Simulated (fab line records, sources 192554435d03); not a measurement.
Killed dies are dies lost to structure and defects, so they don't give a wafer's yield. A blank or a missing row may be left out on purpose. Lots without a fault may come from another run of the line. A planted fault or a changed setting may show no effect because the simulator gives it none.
Chamber matching | flow n5_finfet | N5_BEOL_M9_VIA_ETCH_34 on rie_diel-05: 4 sister chambers
The step etches SiCOH lowk in C4F6/O2, target depth 182.4 nm, time 68.4 s. 4 wafers are shown with their chamber, then 7 later ones without.

WAFERS WITH THEIR CHAMBER
wafer  | chamber | showerhead_plenum_p_Torr (Torr)
L075.6 | 3       | 2.93
L086.1 | 1       | 2.97
L091.1 | 2       | 2.94
L091.3 | 0       | 2.63

WAFERS WITHOUT THEIR CHAMBER
wafer  | showerhead_plenum_p_Torr (Torr)
L091.4 | 2.92
L095.1 | 2.96
L095.2 | 2.93
L095.4 | 2.93
L097.2 | 2.91
L097.3 | 2.63
L097.6 | 2.63

WHICH CHAMBER EACH WENT THROUGH
wafer  | from the rows above     | in truth
L091.4 | can't be placed: 3 or 2 | 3
L095.1 | can't be placed: 1 or 2 | 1
L095.2 | can't be placed: 3 or 2 | 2
L095.4 | can't be placed: 3 or 2 | 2
L097.2 | can't be placed: 3 or 2 | 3
L097.3 | 0                       | 0
L097.6 | 0                       | 0
Placed correctly: 2 of 7. Can't be placed from these rows: 5 (the true chamber is among the candidates in 5). Placed wrongly: 0.
How it was worked out, from the rows above alone: a wafer's distance from a chamber is the root of the sum, over the readings, of the square of ((its reading less the chamber's mean) divided by the reading's scatter). The wafer belongs to the nearest chamber; if the next one is less than 2 further off, it can't be placed. A chamber's mean is the mean of its shown wafers. The scatter: with one shown wafer a chamber, the root of the mean of the squares of how far each hidden wafer lies from its nearest shown one.
